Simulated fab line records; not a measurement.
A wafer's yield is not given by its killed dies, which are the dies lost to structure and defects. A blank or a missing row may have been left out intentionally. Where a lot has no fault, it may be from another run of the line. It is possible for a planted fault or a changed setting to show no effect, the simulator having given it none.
fab line records -- flow n5Finfet
record: lots: 10, wafers: 26, lastDay: 16
route steps=1938 shown BEOL_M7@1301 PASSIVATION@1936
lots with no fault: from the same line, run without faults
startH: hours from the record's first day to the start of the lot's first wafer shown -- waitH: how many hours have passed since the lot's step before this one -- " identical to the entry in the row above -- L1.1+2: one row covering several wafers at once -- - no value, or no start given -- * or withheld: withheld -- < > ~ a bound
route shown NAME@n: NAME is a module with steps in the file, n the number in the route of the first one -- usual: mean/standard deviation taken from wafers without a fault -- same: alike in all rows -- chamber/n: place in a boat -- sites: readings site by site -- _std_site: standard deviation of those values -- _edge_site: mean of outer sites minus mean of inner sites -- radiusMm: for every site, how far away it sits from the centre of the wafer -- mask NAME#n: copy n -- behind: tool/chamber where the wafer was last shaped -- hold: why the lot went on hold/how many hours it stayed there/how the hold came to an end -- device: the transistor (n, p or np) that didn't switch -- end of line: the same wafers' tests at the end of the route -- a step without rows: its recipe alone -- killed: the dies lost at the first sort to structure and to defects; this is not the yield of the wafer -- map: the dies of a wafer, with x for killed, . for not killed, _ for no die there
set.NAME: the run value of the setting; set.NAME@STEP: its run value at that earlier step -- model.NAME: the simulator's own value behind a step, which no gauge read
the route's steps for a sample of lots (tables are steps, rows are wafers)
services: a tool's chamber out of use, with start hour (startH, from the record's first day; less than 0 if before it), hours out, and reason
== steps ==
step: N5_BEOL_M7_ETCH_65
recipe: chemistry: CF4, target: SiARC, targetDepthA: 156, maskMaterial: CAR-EUV, timeS: 26, ionEnergyEv: 80, pressureMtorr: 40, sourceW: 545, biasW: 36, Ar_flow_sccm: 100, cf4FlowSccm: 100, ends: cleared
usual: drypumpMotorCurrentA: 5.6/0.3, etchRfOnTimeS: 25.9/0.53, mfcArSccm: 100.0/0.32, oesProductAu: 0.67/0.074, rfVppV: 184.3/1, showerheadPlenumPTorr: 2.16/0.044, throttleValvePct: 15.60/0.19
lot.wafer,tool,chamber,startH,waitH,drypumpMotorCurrentA,etchRfOnTimeS,mfcArSccm,oesProductAu,rfHoursCounterH,rfVppV,showerheadPlenumPTorr,throttleValvePct
L264.1,rieDiel-01,2,195.58,0.0,5.3,26.0,100.0,0.58,235,184.3,2.12,15.65
L264.4,rieDiel-01,0,195.58,0.0,6.1,26.4,99.5,0.76,18,185.0,2.18,15.50
L264.6,rieDiel-01,1,195.58,0.0,6.0,26.2,99.4,0.59,-,184.8,2.19,16.05
L263.2,rieDiel-01,1,201.31,0.0,6.0,26.1,100.6,0.60,237,185.3,2.19,16.03
L263.3,rieDiel-01,2,201.31,0.0,5.3,25.8,100.1,0.58,237,184.9,2.12,15.66
L263.4,rieDiel-01,0,201.31,0.0,6.1,26.4,99.6,0.76,20,184.4,2.18,15.50
L266.2,rieDiel-05,2,205.17,0.0,5.5,25.7,100.9,0.72,60,184.2,2.17,15.55
L266.4,rieDiel-05,3,205.17,0.0,5.5,26.1,99.4,0.60,224,183.5,2.12,15.90
L266.5,rieDiel-05,2,205.17,0.0,5.6,25.6,100.1,0.72,-,182.8,2.17,15.56
L269.5,rieDiel-05,1,251.16,0.0,5.3,25.1,100.2,0.68,-,184.9,2.14,15.37
L269.6,rieDiel-05,2,251.16,0.0,5.6,25.7,99.9,0.71,-,184.8,2.17,15.58
L273.3,rieDiel-05,1,266.73,0.0,5.3,25.1,100.5,0.69,112,184.3,2.14,15.38
L273.4,rieDiel-05,2,266.73,0.0,5.6,25.9,100.2,0.70,77,184.3,2.17,15.59
L273.6,rieDiel-05,3,266.73,0.0,5.6,26.4,100.0,0.59,-,184.8,2.11,15.93
L275.1,rieDiel-05,1,267.13,0.0,5.3,25.3,99.9,0.69,112,185.0,2.14,15.39
L275.2,rieDiel-05,2,267.13,0.0,5.5,26.1,99.8,0.70,77,182.4,2.17,15.59
L275.4,rieDiel-05,0,267.13,0.0,6.0,25.7,99.8,0.62,190,183.7,2.23,15.60
L276.1,rieDiel-06,2,272.58,0.0,5.5,26.2,100.4,0.59,219,185.4,2.12,15.85
L276.3,rieDiel-06,3,272.58,0.0,5.3,25.2,99.9,0.69,107,183.0,2.08,15.60
L280.1,rieDiel-06,2,309.85,0.0,5.6,26.5,100.2,0.59,229,183.5,2.11,15.86
L280.2,rieDiel-06,0,309.85,0.0,5.8,27.4,100.4,0.59,213,184.2,2.21,15.76
L280.6,rieDiel-06,0,309.85,0.0,5.8,27.2,101.0,0.59,-,184.7,2.21,15.77
L283.3,rieDiel-01,2,315.92,0.0,5.3,26.0,100.5,0.80,13,183.7,2.11,15.27
L283.4,rieDiel-01,1,315.92,0.0,6.0,25.5,99.8,0.78,22,184.4,2.18,15.61
L284.3,rieDiel-01,1,323.47,0.0,5.9,25.7,100.1,0.77,24,184.0,2.18,15.62
L284.6,rieDiel-01,1,323.47,0.0,6.0,25.7,100.1,0.78,-,184.0,2.18,15.62
step: N5_BEOL_M7_STRIP_36
recipe: chemistry: N2/H2, powerW: 450, tempC: 40, pressureMtorr: 20, rfFrequencyHz: 6e+07, overashFraction: 0.3, biasPowerW: 7, h2Frac: 0.5, n2FlowSccm: 200, h2FlowSccm: 200
usual: drypumpMotorCurrentA: 5.6/0.3, oesProductAu: 0.78/0.086, rfVppV: 59.2/1.6, showerheadPlenumPTorr: 2.57/0.055, tempC: 39.99/0.12, throttleValvePct: 23.76/0.29
lot.wafer,tool,chamber,startH,waitH,drypumpMotorCurrentA,oesProductAu,rfHoursCounterH,rfVppV,showerheadPlenumPTorr,tempC,throttleValvePct
L264.1,rieDiel-01,2,195.76,0.0,5.3,0.68,235,59.5,2.51,39.99,23.55
L264.4,rieDiel-01,0,195.76,0.0,6.1,0.89,18,62.0,2.61,40.06,24.03
L264.6,rieDiel-01,1,195.76,0.0,6.0,0.69,-,59.7,2.62,40.18,24.32
L263.2,rieDiel-01,1,201.49,0.0,5.9,0.70,237,57.5,2.62,40.00,24.33
L263.3,rieDiel-01,2,201.49,0.0,5.3,0.68,237,59.4,2.50,39.94,23.56
L263.4,rieDiel-01,0,201.49,0.0,6.1,0.87,20,59.1,2.61,39.91,24.00
L266.2,rieDiel-05,2,205.36,0.0,5.5,0.83,60,57.3,2.59,40.05,23.98
L266.4,rieDiel-05,3,205.36,0.0,5.5,0.69,224,58.6,2.49,40.07,23.53
L266.5,rieDiel-05,2,205.36,0.0,5.6,0.84,-,57.5,2.59,39.88,23.96
L269.5,rieDiel-05,1,251.35,0.0,5.3,0.78,-,60.4,2.57,39.91,23.62
L269.6,rieDiel-05,2,251.35,0.0,5.6,0.80,-,57.7,2.58,40.15,24.02
L273.3,rieDiel-05,1,266.91,0.0,5.3,0.78,112,59.7,2.57,39.92,23.62
L273.4,rieDiel-05,2,266.91,0.0,5.6,0.82,77,59.1,2.58,39.76,23.98
L273.6,rieDiel-05,3,266.91,0.0,5.5,0.68,-,59.7,2.48,39.98,23.53
L275.1,rieDiel-05,1,267.31,0.0,5.3,0.78,112,61.0,2.57,39.96,23.64
L275.2,rieDiel-05,2,267.31,0.0,5.6,0.81,77,59.0,2.58,39.96,24.00
L275.4,rieDiel-05,0,267.31,0.0,6.0,0.74,191,56.6,2.63,40.03,23.71
L276.1,rieDiel-06,2,272.76,0.0,5.6,0.70,219,61.3,2.52,40.00,23.63
L276.3,rieDiel-06,3,272.76,0.0,5.3,0.82,107,59.7,2.47,39.92,23.98
L280.1,rieDiel-06,2,310.03,0.0,5.6,0.69,229,56.4,2.51,39.89,23.64
L280.2,rieDiel-06,0,310.03,0.0,5.8,0.70,213,59.5,2.62,40.03,23.93
L280.6,rieDiel-06,0,310.03,0.0,5.8,0.70,-,55.5,2.62,40.04,23.89
L283.3,rieDiel-01,2,316.10,0.0,5.3,0.94,13,61.5,2.49,39.80,23.53
L283.4,rieDiel-01,1,316.10,0.0,6.0,0.89,22,60.9,2.61,39.90,24.02
L284.3,rieDiel-01,1,323.65,0.0,5.9,0.91,24,61.3,2.61,40.08,24.05
L284.6,rieDiel-01,1,323.65,0.0,6.0,0.90,-,58.3,2.60,40.00,24.03
step: N5_BEOL_M7_TRENCH_ETCH_37
recipe: chemistry: C4F6/O2, targetDepthA: 934.78, target: SiCOH_lowk, timeS: 31.2, ionEnergyEv: 250, pressureMtorr: 30, sourceW: 345, biasW: 185, Ar_flow_sccm: 300, C4F6_flow_sccm: 10, O2_flow_sccm: 10
usual: drypumpMotorCurrentA: 5.6/0.3, mfcArSccm: 300.0/0.88, oes_o_777_au: 0.80/0.092, oesProductAu: 0.78/0.086, rfVppV: 668/9.6, showerheadPlenumPTorr: 2.87/0.059, throttleValvePct: 20.88/0.18
lot.wafer,tool,chamber,startH,waitH,drypumpMotorCurrentA,mfcArSccm,oes_o_777_au,oesProductAu,rfHoursCounterH,rfVppV,showerheadPlenumPTorr,throttleValvePct
L264.1,rieDiel-01,2,195.80,-,5.3,300.8,0.69,0.68,235,665,2.82,20.90
L264.4,rieDiel-01,0,195.80,-,6.1,299.7,0.94,0.89,18,653,2.88,20.75
L264.6,rieDiel-01,1,195.80,-,6.0,300.4,0.72,0.70,-,672,2.90,21.20
L263.2,rieDiel-01,1,201.53,-,6.0,299.7,0.72,0.69,237,672,2.90,21.20
L263.3,rieDiel-01,2,201.53,-,5.2,298.7,0.69,0.68,237,664,2.82,20.90
L263.4,rieDiel-01,0,201.53,-,6.0,300.6,0.93,0.88,20,655,2.88,20.75
L266.2,rieDiel-05,2,205.40,-,5.5,298.1,0.84,0.84,60,679,2.89,20.93
L266.4,rieDiel-05,3,205.40,-,5.5,300.6,0.73,0.69,224,661,2.81,21.13
L266.5,rieDiel-05,2,205.40,-,5.6,298.5,0.85,0.84,-,678,2.89,20.93
L269.5,rieDiel-05,1,251.38,-,5.3,301.3,0.82,0.79,-,681,2.83,20.55
L269.6,rieDiel-05,2,251.38,-,5.6,298.8,0.83,0.81,-,680,2.89,20.96
L273.3,rieDiel-05,1,266.95,-,5.3,300.7,0.81,0.79,112,681,2.83,20.54
L273.4,rieDiel-05,2,266.95,-,5.6,299.6,0.82,0.83,77,680,2.89,20.96
L273.6,rieDiel-05,3,266.95,-,5.5,299.7,0.71,0.67,-,660,2.80,21.16
L275.1,rieDiel-05,1,267.35,-,5.3,300.4,0.81,0.79,112,680,2.83,20.56
L275.2,rieDiel-05,2,267.35,-,5.6,300.3,0.82,0.82,77,679,2.89,20.97
L275.4,rieDiel-05,0,267.35,-,6.0,299.5,0.74,0.73,191,671,2.97,20.97
L276.1,rieDiel-06,2,272.80,-,5.6,298.7,0.71,0.69,219,651,2.82,21.10
L276.3,rieDiel-06,3,272.80,-,5.3,298.7,0.80,0.81,107,653,2.76,20.95
L280.1,rieDiel-06,2,310.07,-,5.6,299.6,0.70,0.68,229,648,2.82,21.13
L280.2,rieDiel-06,0,310.07,-,5.8,300.6,0.68,0.70,213,661,2.93,21.02
L280.6,rieDiel-06,0,310.07,-,5.8,300.8,0.69,0.69,-,660,2.93,21.01
L283.3,rieDiel-01,2,316.14,-,5.3,299.5,0.96,1.21,13,666,2.80,20.76
L283.4,rieDiel-01,1,316.14,-,5.9,299.3,0.93,0.91,22,671,2.88,20.90
L284.3,rieDiel-01,1,323.69,-,5.9,299.2,0.93,1.18,25,672,2.88,20.97
L284.6,rieDiel-01,1,323.69,-,6.0,299.4,0.93,1.18,-,670,2.88,21.00
step: N5_BEOL_M7_OCD_MEAS_38
usual: trenchDepthNm: 93.2/1.7
lot.wafer,tool,chamber,startH,waitH,trenchDepthNm
L264.1,ocd-02,-,195.96,-,94.0
L264.4,ocd-02,-,195.96,-,93.4
L264.6,ocd-02,-,195.96,-,93.3
L263.2,ocd-01,-,201.69,-,91.8
L263.3,ocd-01,-,201.69,-,93.4
L263.4,ocd-01,-,201.69,-,91.9
L266.2,ocd-01,-,205.55,-,92.3
L266.4,ocd-01,-,205.55,-,91.3
L266.5,ocd-01,-,205.55,-,93.6
L269.5,ocd-02,-,251.53,-,93.7
L269.6,ocd-02,-,251.53,-,92.3
L273.3,ocd-02,-,267.11,-,94.8
L273.4,ocd-02,-,267.11,-,93.1
L273.6,ocd-02,-,267.11,-,91.5
L275.1,ocd-02,-,267.51,-,94.7
L275.2,ocd-02,-,267.51,-,93.3
L275.4,ocd-02,-,267.51,-,94.4
L276.1,ocd-01,-,272.96,-,91.6
L276.3,ocd-01,-,272.96,-,95.9
L280.1,ocd-01,-,310.23,-,92.5
L280.2,ocd-01,-,310.23,-,90.3
L280.6,ocd-01,-,310.23,-,89.5
L283.3,ocd-02,-,316.30,-,138.1
L283.4,ocd-02,-,316.30,-,95.4
L284.3,ocd-02,-,323.85,-,140.1
L284.6,ocd-02,-,323.85,-,139.7
step: N5_BEOL_M7_PRE_CLEAN_45
recipe: gas: H2/He, timeS: 30, tempC: 250
usual: heaterPowerW: 326/43, susceptorTempC: 249.99/0.18
lot.wafer,tool,chamber,startH,waitH,heaterPowerW,susceptorTempC
L264.1,pvdSputter-02,-,196.68,0.0,367,250.03
L264.4,pvdSputter-02,-,196.68,0.0,279,249.88
L264.6,pvdSputter-02,-,196.68,0.0,361,250.15
L263.2,pvdSputter-03,-,202.27,0.0,351,249.89
L263.3,pvdSputter-03,-,202.27,0.0,344,249.85
L263.4,pvdSputter-03,-,202.27,0.0,413,250.34
L266.2,pvdSputter-01,-,206.62,0.0,265,249.86
L266.4,pvdSputter-01,-,206.62,0.0,295,249.71
L266.5,pvdSputter-01,-,206.62,0.0,294,249.92
L269.5,pvdSputter-01,-,252.18,0.0,326,249.95
L269.6,pvdSputter-01,-,252.18,0.0,263,250.03
L273.3,pvdSputter-01,-,267.68,0.0,309,249.84
L273.4,pvdSputter-01,-,267.68,0.0,303,249.96
L273.6,pvdSputter-01,-,267.68,0.0,318,250.05
L275.1,pvdSputter-01,-,268.09,0.0,311,250.19
L275.2,pvdSputter-01,-,268.09,0.0,292,249.54
L275.4,pvdSputter-01,-,268.09,0.0,304,250.06
L276.1,pvdSputter-01,-,273.73,0.0,307,250.12
L276.3,pvdSputter-01,-,273.73,0.0,295,250.22
L280.1,pvdSputter-02,-,311.15,0.0,273,250.14
L280.2,pvdSputter-02,-,311.15,0.0,349,250.29
L280.6,pvdSputter-02,-,311.15,0.0,364,250.09
L283.3,pvdSputter-03,-,316.90,0.0,290,249.71
L283.4,pvdSputter-03,-,316.90,0.0,418,250.38
L284.3,pvdSputter-01,-,324.52,0.0,320,250.19
L284.6,pvdSputter-01,-,324.52,0.0,260,249.76
step: N5_BEOL_M7_THK_MEAS_53
recipe: thkMeasGauge: xrf, reads: Cu_of_BEOL_M7_ECD_50
usual: M7_THK: 77.8/2.1
lot.wafer,tool,chamber,startH,waitH,M7_THK[nm]
L264.1,filmMetro-01,-,198.64,-,77.3
L264.4,filmMetro-01,-,198.64,-,75.9
L264.6,filmMetro-01,-,198.64,-,77.8
L263.2,filmMetro-02,-,205.43,-,77.4
L263.3,filmMetro-02,-,205.43,-,77.0
L263.4,filmMetro-02,-,205.43,-,76.1
L266.2,filmMetro-01,-,208.01,-,78.0
L266.4,filmMetro-01,-,208.01,-,75.1
L266.5,filmMetro-01,-,208.01,-,77.6
L269.5,filmMetro-01,-,254.13,-,79.3
L269.6,filmMetro-01,-,254.13,-,76.6
L273.3,filmMetro-02,-,269.78,-,80.9
L273.4,filmMetro-02,-,269.78,-,77.5
L273.6,filmMetro-02,-,269.78,-,76.1
L275.1,filmMetro-02,-,270.38,-,79.6
L275.2,filmMetro-02,-,270.38,-,78.5
L275.4,filmMetro-02,-,270.38,-,79.5
L276.1,filmMetro-02,-,276.56,-,76.1
L276.3,filmMetro-02,-,276.56,-,79.8
L280.1,filmMetro-02,-,312.69,-,76.5
L280.2,filmMetro-02,-,312.69,-,74.4
L280.6,filmMetro-02,-,312.69,-,73.2
L283.3,filmMetro-01,-,318.64,-,121.6
L283.4,filmMetro-01,-,318.64,-,79.0
L284.3,filmMetro-01,-,325.88,-,122.2
L284.6,filmMetro-01,-,325.88,-,122.1
step: N5_BEOL_M7_RS_MEAS_57
recipe: thkMeasGauge: four-point-probe, reads: Cu_of_BEOL_M7_ECD_50+Co_of_BEOL_M7_CVD_78+TaN_of_BEOL_M7_ALD_77
usual: M7_RS: 0.289/0.0091
lot.wafer,tool,chamber,startH,waitH,M7_RS[ohm/sq]
L264.1,filmMetro-02,-,198.77,0.1,0.289
L264.4,filmMetro-02,-,198.77,0.1,0.293
L264.6,filmMetro-02,-,198.77,0.1,0.286
L263.2,filmMetro-02,-,205.56,0.1,0.288
L263.3,filmMetro-02,-,205.56,0.1,0.290
L263.4,filmMetro-02,-,205.56,0.1,0.295
L266.2,filmMetro-02,-,208.14,0.1,0.287
L266.4,filmMetro-02,-,208.14,0.1,0.299
L266.5,filmMetro-02,-,208.14,0.1,0.287
L269.5,filmMetro-01,-,254.28,0.0,0.285
L269.6,filmMetro-01,-,254.28,0.0,0.297
L273.3,filmMetro-01,-,269.91,0.1,0.278
L273.4,filmMetro-01,-,269.91,0.1,0.292
L273.6,filmMetro-01,-,269.91,0.1,0.298
L275.1,filmMetro-01,-,270.51,0.1,0.282
L275.2,filmMetro-01,-,270.51,0.1,0.287
L275.4,filmMetro-01,-,270.51,0.1,0.284
L276.1,filmMetro-02,-,276.69,0.1,0.297
L276.3,filmMetro-02,-,276.69,0.1,0.281
L280.1,filmMetro-01,-,312.82,0.1,0.294
L280.2,filmMetro-01,-,312.82,0.1,0.306
L280.6,filmMetro-01,-,312.82,0.1,0.312
L283.3,filmMetro-01,-,318.80,0.1,0.174
L283.4,filmMetro-01,-,318.80,0.1,0.282
L284.3,filmMetro-02,-,326.01,0.1,0.172
L284.6,filmMetro-02,-,326.01,0.1,0.172
step: N5_PASSIVATION_PROBE_49
usual: defectLimitedYield: 91.7/1.7, killed_at_M0_to_M3: 34/10, killed_at_M4_up: 13/5.1, killedAtContacts: 12/6.2, killedAtFrontEnd: 36/12, killedAtOther: 3.2/2.6, killedDies: 98/20, killedOpen: 65/13, killedShort: 32/8.4, sort_bin_5_function: 4.8/1.1, sort_bin_6_memory: 3.2/0.74, sort_bin_8_speed: 0.00/0.012, sortNPass: 1082/20, sortYieldPct: 91.7/1.7
same: grossDies: 1180, killedAtBackSide: 0, sort_bin_4_leakage[%]: 0
lot.wafer,tool,chamber,startH,waitH,defectLimitedYield[%],killed_at_M0_to_M3,killed_at_M4_up,killedAtContacts,killedAtFrontEnd,killedAtOther,killedDies,killedOpen,killedShort,sort_bin_5_function[%],sort_bin_6_memory[%],sort_bin_8_speed[%],sortNPass,sortYieldPct[%]
L283.3,prober-02,-,392.07,0.1,92.6,22,17,11,35,2,87,57,23,4.6,2.2,0,1093,92.6
L283.4,prober-02,-,392.12,0.2,92.9,30,12,5,31,6,84,51,31,4.2,2.7,0,1096,92.9
L284.3,prober-02,-,395.50,0.1,89.4,37,31,9,46,2,125,76,39,5.8,3.5,0,1055,89.4
L284.6,prober-02,-,395.65,0.3,89.1,43,36,9,41,0,129,85,29,5.9,3.6,0.08,1050,89.0
killed by level:class
L283.3 MOL_CONTACT_COAG:geometricParticle:open=9 DUMMY_GATE:geometricParticle:open=7 BEOL_M0_SAQP:geometricParticle:open=7 STARTING-WAFER:geometricParticle:short=6 FIN_SAQP:geometricParticle:open=5 BEOL_M7:areaEtch=5 FIN_SAQP:geometricParticle:short=4 BEOL_M1:geometricParticle:open=4
L283.4 STI_FIN_REVEAL:geometricParticle:open=8 FIN_SAQP:geometricParticle:open=6 BEOL_M0_SAQP:geometricParticle:open=6 BEOL_M0_SAQP:geometricParticle:short=5 BEOL_M1:geometricParticle:open=5 BEOL_M4:geometricParticle:short=4 BEOL_M4:geometricParticle:open=4 PASS1_CAP:geometricParticle:open=4
L284.3 FIN_SAQP:geometricParticle:short=15 FIN_SAQP:geometricParticle:open=11 BEOL_M2:geometricParticle:open=11 BEOL_M3:geometricParticle:open=10 BEOL_M7:areaEtch=9 BEOL_M4:geometricParticle:open=8 MOL_CONTACT_COAG:geometricParticle:open=7 BEOL_M0_SAQP:geometricParticle:open=6
L284.6 BEOL_M7:areaEtch=14 BEOL_M4:geometricParticle:open=12 BEOL_M2:geometricParticle:open=11 FIN_SAQP:geometricParticle:open=9 MOL_CONTACT_COAG:geometricParticle:open=8 BEOL_M0_SAQP:geometricParticle:short=8 BEOL_M1:geometricParticle:open=8 FIN_SAQP:geometricParticle:short=6
== services ==
tool,chamber,startH,hours,kind
rieDiel-06,1,177.25,22.2,repair
rieDiel-06,2,194.15,4.6,repair
rieDiel-01,1,239.29,-,clean
rieDiel-01,1,239.29,-,consumableReplace:focusRing
rieDiel-01,1,239.29,17.8,scheduledDown
rieDiel-01,1,239.29,17.8,ventCycle
rieDiel-01,2,257.19,-,clean
rieDiel-01,2,257.19,-,consumableReplace:focusRing
rieDiel-01,2,257.19,19.0,scheduledDown
rieDiel-01,2,257.19,19.0,ventCycle
pvdSputter-01,-,260.51,3.0,repair
rieDiel-06,0,274.36,3.1,repair
rieDiel-06,3,294.02,4.3,repair
rieDiel-05,3,300.48,-,clean
rieDiel-05,3,300.48,-,consumableReplace:focusRing
rieDiel-05,3,300.48,12.2,scheduledDown
rieDiel-05,3,300.48,12.2,ventCycle
== key ==
firstSign: step: N5_BEOL_M7_TRENCH_ETCH_37, reading: oesProductAu, direction: up, sigmas: 4.7, usual: 0.78, struck: 1.19
effect: step: N5_BEOL_M7_OCD_MEAS_38, reading: trenchDepthNm, direction: up, sigmas: 27, usual: 93.2, struck: 139.3
effect: step: N5_BEOL_M7_THK_MEAS_53, reading: M7_THK, direction: up, sigmas: 21, usual: 77.8, struck: 122.0
effect: step: N5_BEOL_M7_RS_MEAS_57, reading: M7_RS, direction: down, sigmas: 13, usual: 0.289, struck: 0.173
effect: step: N5_PASSIVATION_PROBE_49, reading: killed_at_M4_up, direction: up, sigmas: 2.9, usual: 13, struck: 28, wafersMoved: 2
metAt N5_BEOL_M7_TRENCH_ETCH_37
struckLots L283,L284
struckWafers L283.3,L284.3,L284.6
notActingAt N5_BEOL_M7_ETCH_65,N5_BEOL_M7_STRIP_36,N5_BEOL_M7_PRE_CLEAN_45
onsetBetween 201.53 316.14
fault: kind: processParameterDrift, tool: rieDiel-01, chamber: -, onsetH: 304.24, steps: N5_BEOL_M7_TRENCH_ETCH_37, channel: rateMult, offset: 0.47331, shape: step, endH: 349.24, scope: struckWafersOnly
